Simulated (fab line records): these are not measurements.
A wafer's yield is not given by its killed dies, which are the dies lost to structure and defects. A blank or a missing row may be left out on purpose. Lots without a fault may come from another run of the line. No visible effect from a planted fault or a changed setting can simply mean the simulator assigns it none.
fab line records	flow nand-harc
record lots=12	wafers=32	last-day=33
route steps=1302 shown A_CHANNEL_HOLE_D1@478 A_DECK1_JOINT@542 A_ONON_D2@557 END@1302
lots untouched by any fault: they come from a run of this same line in which no faults occurred
start-h: start of the lot's first displayed wafer, in hours after the record's first day	wait-h: how many hours have passed since the lot's step before this one	" repeats the value in the row above	L1.1+2: several wafers, shown together as one row	- no value, or no start given	* or withheld: withheld	< > ~ a bound
route shown NAME@n: NAME is a module with steps in the file, n the number in the route of the first one	usual: the fault-free wafers' mean and standard deviation	same: alike in all rows	chamber/n: place in a boat	sites: readings site by site	_std_site: standard deviation of those values	_edge_site: the outer-site mean with the inner-site mean subtracted	radius-mm: for every site, how far away it sits from the centre of the wafer	mask NAME#n: copy n	behind: tool/chamber where the wafer was last shaped	hold: the reason the lot was held/the length of the hold in hours/how it ended	device: the n, p or np transistor that did not switch	end of line: tests of these same wafers at the route's end	for a step that has no rows: nothing shown but its recipe	killed: count of dies lost to structure and defects at first sort (not the wafer's yield)	map: shows each die of a wafer: x if killed, . if not, _ if none is there
set.NAME: the setting the step ran with; set.NAME@STEP: the setting that earlier step ran with	model.NAME: the simulator's own value behind a step, which no gauge read
steps of the route over a sample of lots; a table a step, a row a wafer
services: the hour from which a tool's chamber was out of use, counted from the record's first day as start-h (under 0 if before that day), plus the number of hours and why
## steps
# step NHARC_A_CHANNEL_HOLE_D1_ETCH_26
# recipe bias-v=300	source-w=2000	pressure-mtorr=30	time-s=224.1	ar-flow-sccm=375	c4f8-flow-sccm=11.4	o2-flow-sccm=113.6	temp-c=-20	target-depth-a=3000	chemistry=C4F8/O2/Ar
# usual drypump-motor-current-A=5.85/0.27	o2-flow-sccm=113.6/0.31	showerhead-plenum-p-Torr=3.62/0.16	throttle-valve-pct=24.584/0.0089
lot.wafer	tool	chamber	start-h	wait-h	drypump-motor-current-A	o2-flow-sccm	rf-hours-counter-h	showerhead-plenum-p-Torr	throttle-valve-pct
L540.2	har-etch-01	0	193.30	0.6	6.02	113.8	95	3.57	24.580
L540.4	"	0	"	"	6.00	113.8	-	3.57	24.579
L540.6	"	1	"	"	6.14	113.5	-	3.78	24.581
L541.1	har-etch-01	0	200.31	0.6	5.99	114.0	99	3.57	24.594
L541.5	"	1	"	"	6.06	113.6	-	3.77	24.590
L541.6	"	0	"	"	6.00	113.3	-	3.57	24.586
L551.6	har-etch-02	1	294.79	0.3	5.44	113.2	-	3.48	24.587
L552.4	har-etch-02	1	300.10	0.5	5.41	113.8	-	3.48	24.589
L553.2	har-etch-02	0	314.45	0.7	5.78	113.9	355	3.98	24.599
L553.1	"	1	"	"	5.42	113.1	379	3.47	24.581
L553.3	"	1	"	"	5.41	113.8	-	3.47	24.582
L555.4	har-etch-02	0	331.77	0.5	5.72	114.0	-	3.98	24.584
L555.3	"	1	"	"	5.45	113.6	-	3.47	24.581
L555.6	"	0	"	"	5.78	113.7	-	3.98	24.592
L554.4	har-etch-01	0	335.72	0.4	6.01	113.2	-	3.53	24.584
L554.5	"	1	"	"	6.10	112.9	-	3.73	24.576
L554.6	"	0	"	"	6.00	113.5	-	3.53	24.572
L556.2	har-etch-01	1	350.69	0.6	6.13	113.4	186	3.72	24.577
L556.3	"	0	"	"	6.00	114.0	-	3.52	24.582
L556.6	"	0	"	"	6.00	113.8	-	3.52	24.565
L558.2	har-etch-02	1	357.05	0.6	5.47	113.8	402	3.46	24.595
L558.4	"	0	"	"	5.76	113.0	-	3.97	24.576
L558.3	"	1	"	"	5.46	114.0	-	3.46	24.584
L559.2	har-etch-02	1	378.19	0.6	5.47	113.9	418	3.45	24.580
L559.4	"	1	"	"	5.49	113.7	-	3.45	24.583
L559.6	"	0	"	"	5.74	113.3	-	3.96	24.588
L561.1	har-etch-01	1	394.27	0.6	6.10	113.9	213	3.71	24.573
L561.4	"	1	"	"	6.17	113.4	-	3.71	24.596
L561.6	"	0	"	"	6.01	114.2	-	3.51	24.588
L562.1	har-etch-01	0	408.05	0.6	6.00	113.3	224	3.50	24.585
L562.6	"	1	"	"	6.08	114.1	-	3.70	24.576
L562.5	"	0	"	"	5.99	114.2	-	3.50	24.571
# step NHARC_A_CHANNEL_HOLE_D1_ETCH_44
# recipe target-depth-a=1400	overetch-a=140	time-s=77	ion-energy-ev=100	cf4-flow-sccm=80	o2-flow-sccm=20	ar-flow-sccm=0	rf-w=300	bias-w=100	chemistry=CF4/O2
# usual bias-w=100.0/0.33	drypump-motor-current-A=5.7/0.62	o2-flow-sccm=20.00/0.062	oes-product-au=1.004/0.0073	rf-vpp-V=197.2/1.6	showerhead-plenum-p-Torr=1.31/0.065	throttle-valve-pct=13.398/0.0093
lot.wafer	tool	chamber	start-h	wait-h	bias-w	drypump-motor-current-A	o2-flow-sccm	oes-product-au	rf-hours-counter-h	rf-vpp-V	showerhead-plenum-p-Torr	throttle-valve-pct
L540.4	rie-diel-11	3	194.22	0.1	100.2	5.4	19.98	1.004	7	195.8	1.25	13.386
L540.2	"	1	"	"	100.1	5.6	20.04	1.002	8	196.2	1.25	13.395
L540.6	"	3	"	"	100.2	5.4	20.00	1.009	-	195.8	1.25	13.401
L541.1	rie-diel-11	0	201.24	0.1	99.7	4.9	20.02	1.013	8	197.4	1.30	13.377
L541.6	"	1	"	"	100.3	5.6	20.03	1.003	-	196.6	1.25	13.402
L541.5	"	2	"	"	99.8	6.6	20.04	0.997	-	200.3	1.41	13.375
L551.6	rie-diel-11	2	296.13	0.1	100.0	6.6	19.99	1.009	-	199.0	1.41	13.390
L552.4	rie-diel-11	0	300.99	0.1	100.1	4.9	20.02	1.001	3	196.2	1.30	13.383
L553.3	rie-diel-11	3	315.41	0.0	99.9	5.3	19.97	1.022	5	196.5	1.25	13.392
L553.1	"	0	"	"	99.6	4.9	19.96	0.996	4	195.4	1.30	13.390
L553.2	"	2	"	"	99.8	6.6	20.12	1.003	5	199.4	1.41	13.396
L555.3	rie-diel-07	3	332.78	0.2	100.0	5.8	19.99	0.994	11	197.5	1.28	13.392
L555.4	"	1	"	"	99.7	5.3	19.96	0.993	-	199.4	1.38	13.420
L555.6	"	3	"	"	100.2	5.9	20.03	0.999	-	196.7	1.28	13.389
L554.4	rie-diel-11	1	336.57	0.1	99.8	5.6	19.96	0.995	5	195.3	1.25	13.390
L554.5	"	0	"	"	99.9	4.9	20.03	1.010	-	198.9	1.30	13.399
L554.6	"	1	"	"	99.9	5.6	20.00	0.997	-	194.5	1.25	13.395
L556.2	rie-diel-11	2	351.60	0.0	100.2	6.6	20.07	1.000	7	198.8	1.41	13.384
L556.3	"	0	"	"	100.0	4.9	20.02	1.006	6	196.3	1.30	13.394
L556.6	"	2	"	"	100.6	6.6	19.90	1.000	-	198.3	1.41	13.382
L558.4	rie-diel-07	0	357.96	0.0	99.2	6.4	20.11	1.008	15	195.6	1.25	13.401
L558.3	"	1	"	"	100.3	5.4	19.97	0.995	18	198.2	1.38	13.396
L558.2	"	3	"	"	100.3	5.8	20.02	0.996	17	197.3	1.28	13.391
L559.4	rie-diel-11	1	379.11	0.1	100.1	5.6	19.98	1.002	8	195.3	1.25	13.399
L559.2	"	2	"	"	99.6	6.6	20.04	0.998	9	198.8	1.41	13.388
L559.6	"	0	"	"	99.9	4.9	20.06	1.005	-	197.0	1.29	13.391
L561.1	rie-diel-11	2	395.18	0.1	100.3	6.6	19.95	0.997	10	198.2	1.41	13.405
L561.4	"	0	"	"	100.0	4.8	20.05	1.007	10	196.8	1.29	13.391
L561.6	"	2	"	"	100.0	6.6	20.04	1.005	-	199.5	1.41	13.398
L562.1	rie-diel-11	3	408.96	0.1	100.3	5.4	19.95	1.007	11	197.5	1.25	13.391
L562.6	"	3	"	"	99.7	5.4	19.91	1.011	-	196.4	1.25	13.413
L562.5	"	0	"	"	100.1	4.9	20.05	1.003	-	196.7	1.29	13.403
# step NHARC_A_DECK1_JOINT_DEP_16
# recipe target-thk-a=450	temp-c=400	pressure-torr=6.5	rf-w=900	teos-flow-sccm=161.4	flow-sccm=2650	target-thk-nm=45	gas=O2	material=SiO2
# usual heater-power-w=580/74	throttle-valve-pct=15.9/0.61
lot.wafer	tool	chamber	start-h	wait-h	heater-power-w	throttle-valve-pct
L540.2	pecvd-01	1	281.19	0.2	513	16.4
L540.6	"	2	"	"	543	15.0
L540.4	"	0	"	"	532	16.2
L541.1	pecvd-01	0	286.61	0.1	595	16.3
L541.5	"	1	"	"	508	16.3
L541.6	"	2	"	"	510	15.3
L551.6	pecvd-02	0	378.81	0.2	513	16.0
L552.4	pecvd-02	0	389.00	0.2	530	16.3
L553.3	pecvd-01	2	402.14	0.1	620	15.1
L553.1	"	0	"	"	617	16.5
L553.2	"	1	"	"	662	16.8
L555.3	pecvd-04	2	414.01	0.1	579	16.4
L555.6	"	2	"	"	557	16.1
L555.4	"	1	"	"	500	15.6
L554.4	pecvd-01	2	428.06	0.2	654	15.1
L554.6	"	0	"	"	710	16.5
L554.5	"	1	"	"	551	16.7
L556.3	pecvd-01	0	438.64	0.1	689	16.6
L556.2	"	2	"	"	544	15.2
L556.6	"	1	"	"	653	16.8
L558.2	pecvd-04	2	445.29	0.1	500	16.0
L558.3	"	2	"	"	516	16.4
L558.4	"	1	"	"	578	15.7
L559.2	pecvd-04	2	466.13	0.1	542	15.5
L559.6	"	0	"	"	655	14.9
L559.4	"	1	"	"	463	15.0
L561.1	pecvd-02	1	478.40	0.1	614	15.3
L561.4	"	0	"	"	438	16.6
L561.6	"	1	"	"	619	15.5
L562.1	pecvd-02	1	492.80	0.1	515	15.4
L562.5	"	1	"	"	521	15.3
L562.6	"	2	"	"	596	16.3
# step NHARC_A_DECK1_JOINT_INSPECT_05
# usual raw-defect-count=342/120
lot.wafer	tool	chamber	start-h	wait-h	hold	raw-defect-count
L540.2	defect-inspect-01	-	281.45	0.0	-	356
L540.4	"	-	"	"	-	526
L540.6	"	-	"	"	-	242
L541.1	defect-inspect-01	-	286.93	0.0	-	213
L541.5	"	-	"	"	-	313
L541.6	"	-	"	"	-	311
L551.6	defect-inspect-02	-	379.01	0.0	await-dispo/0.2h/release	1040
L551.6	defect-inspect-02	-	379.18	0.2	-	1031
L552.4	defect-inspect-02	-	389.17	0.0	await-dispo/0.2h/release	1121
L552.4	defect-inspect-02	-	389.34	0.2	-	1127
L553.1	defect-inspect-01	-	402.45	0.0	-	196
L553.2	"	-	"	"	-	325
L553.3	"	-	"	"	-	202
L555.3	defect-inspect-01	-	414.33	0.0	-	271
L555.4	"	-	"	"	-	166
L555.6	"	-	"	"	-	259
L554.4	defect-inspect-01	-	428.29	0.0	-	299
L554.5	"	-	"	"	-	247
L554.6	"	-	"	"	-	272
L556.2	defect-inspect-01	-	438.96	0.0	-	437
L556.3	"	-	"	"	-	676
L556.6	"	-	"	"	-	326
L558.2	defect-inspect-01	-	445.69	0.0	-	448
L558.3	"	-	"	"	-	255
L558.4	"	-	"	"	-	329
L559.2	defect-inspect-01	-	466.39	0.0	-	205
L559.4	"	-	"	"	-	378
L559.6	"	-	"	"	-	227
L561.1	defect-inspect-02	-	478.69	0.0	-	206
L561.4	"	-	"	"	-	149
L561.6	"	-	"	"	-	287
L562.1	defect-inspect-02	-	493.09	0.0	-	241
L562.5	"	-	"	"	-	358
L562.6	"	-	"	"	-	481
# step NHARC_A_ONON_D2_THK_MEAS_18
# recipe thk-meas-gauge=ellipsometry
# usual thk-nm=1001/10
lot.wafer	tool	chamber	start-h	wait-h	thk-nm
L540.2	film-metro-02	-	292.30	-	1008
L540.4	"	-	"	"	1008
L540.6	"	-	"	"	1009
L541.1	film-metro-02	-	299.42	-	999
L541.5	"	-	"	"	1000
L541.6	"	-	"	"	999
L551.6	film-metro-02	-	393.52	-	987
L552.4	film-metro-01	-	400.65	-	998
L553.1	film-metro-02	-	414.61	-	987
L553.2	"	-	"	"	988
L553.3	"	-	"	"	988
L555.3	film-metro-01	-	424.51	-	992
L555.4	"	-	"	"	993
L555.6	"	-	"	"	994
L554.4	film-metro-02	-	438.87	-	1015
L554.5	"	-	"	"	1015
L554.6	"	-	"	"	1012
L556.2	film-metro-02	-	450.80	-	1013
L556.3	"	-	"	"	1010
L556.6	"	-	"	"	1011
L558.2	film-metro-02	-	455.75	-	1018
L558.3	"	-	"	"	1019
L558.4	"	-	"	"	1020
L559.2	film-metro-02	-	476.72	-	984
L559.4	"	-	"	"	983
L559.6	"	-	"	"	984
L561.1	film-metro-02	-	491.48	-	1003
L561.4	"	-	"	"	1001
L561.6	"	-	"	"	1002
L562.1	film-metro-01	-	503.65	-	1006
L562.5	"	-	"	"	1005
L562.6	"	-	"	"	1006
# step NHARC_END_SORT_01
# recipe temp-c=25
# usual killed-at-array=56/19	killed-at-other=1.0/1.5	killed-at-periphery=3.4/2.4	killed-dies=60/19	killed-open=3.3/1.8	killed-short=2.4/1.7
# same gross-dies=677
lot.wafer	tool	chamber	start-h	wait-h	killed-at-array	killed-at-other	killed-at-periphery	killed-dies	killed-open	killed-short
L551.6	prober-02	0	671.48	4.0	110	0	0	110	5	2
L552.4	prober-01	0	691.34	3.4	84	0	3	87	3	4
# killed by level:class
L551.6 A_DECK1_JOINT:unspecified=35 A_CHANNEL_HOLE_D1:chamber-film-flake=30 A_SLIT:chamber-film-flake=23 A_STAIRCASE:chamber-film-flake=4 A_BLC:chamber-film-flake=4 A_CHANNEL_FILL_D2:geometric-particle:open=3 A_CONTACT:chamber-film-flake=3 A_ONON_D2:geometric-particle:open=2
L552.4 A_CHANNEL_HOLE_D1:chamber-film-flake=37 A_DECK1_JOINT:unspecified=33 A_CONTACT:chamber-film-flake=3 A_CHANNEL_FILL_D2:geometric-particle:short=2 A_STAIRCASE:chamber-film-flake=2 P_STI:geometric-particle:open=1 A_SOURCE_PLATE:geometric-particle:open=1 A_ONON_D1:geometric-particle:short=1
## services
tool	chamber	start-h	hours	kind
pecvd-04	2	173.13	5.0	repair
pecvd-02	-	206.69	0.9	repair
pecvd-04	-	207.83	0.7	repair
pecvd-02	-	227.10	13.0	pm
pecvd-01	1	241.02	4.1	repair
pecvd-02	2	246.04	5.0	repair
rie-diel-11	-	256.11	9.0	pm
pecvd-04	-	269.00	13.0	pm
pecvd-02	2	294.41	2.9	repair
pecvd-04	0	305.44	6.8	repair
pecvd-01	-	311.18	13.0	pm
rie-diel-11	3	354.03	3.5	repair
pecvd-01	-	376.15	1.6	repair
har-etch-02	-	378.54	17.0	pm
har-etch-01	-	420.10	1.0	repair
rie-diel-11	-	433.11	9.0	pm
pecvd-04	1	434.68	6.7	repair
pecvd-04	0	438.11	18.8	repair
rie-diel-11	2	442.22	32.9	repair
pecvd-04	-	450.69	13.0	pm
pecvd-04	2	466.52	20.7	repair
pecvd-01	0	470.44	20.6	repair
rie-diel-11	1	481.83	6.2	repair
pecvd-01	-	492.33	13.0	pm
## key
first-sign step=NHARC_A_DECK1_JOINT_INSPECT_05	reading=visit	direction=added
effect step=NHARC_A_DECK1_JOINT_INSPECT_05	reading=raw-defect-count	direction=up	sigmas=6.1	usual=342	struck=1080
more-kills-born-at NHARC_A_DECK1_JOINT_DEP_16@pecvd-02=68
met-at NHARC_A_DECK1_JOINT_DEP_16
struck-lots L551,L552
struck-wafers L551.6,L552.4
tester-left-out L551,L552
not-acting-at NHARC_A_CHANNEL_HOLE_D1_ETCH_26,NHARC_A_CHANNEL_HOLE_D1_ETCH_44,NHARC_A_ONON_D2_THK_MEAS_18
fault kind=chamber-particle-source	tool=pecvd-02	chamber=0	onset-h=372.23	steps=NHARC_A_DECK1_JOINT_DEP_16	rate-per-visit-cm2=1.0103	end-h=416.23
# tester-left-out: of these lots the tester's yield and bins aren't shown, on N5 and GAA mostly nor the transistor test; their killed dies are dies lost to structure and defects alone, not to doping, threshold or leakage, so they don't give the yield
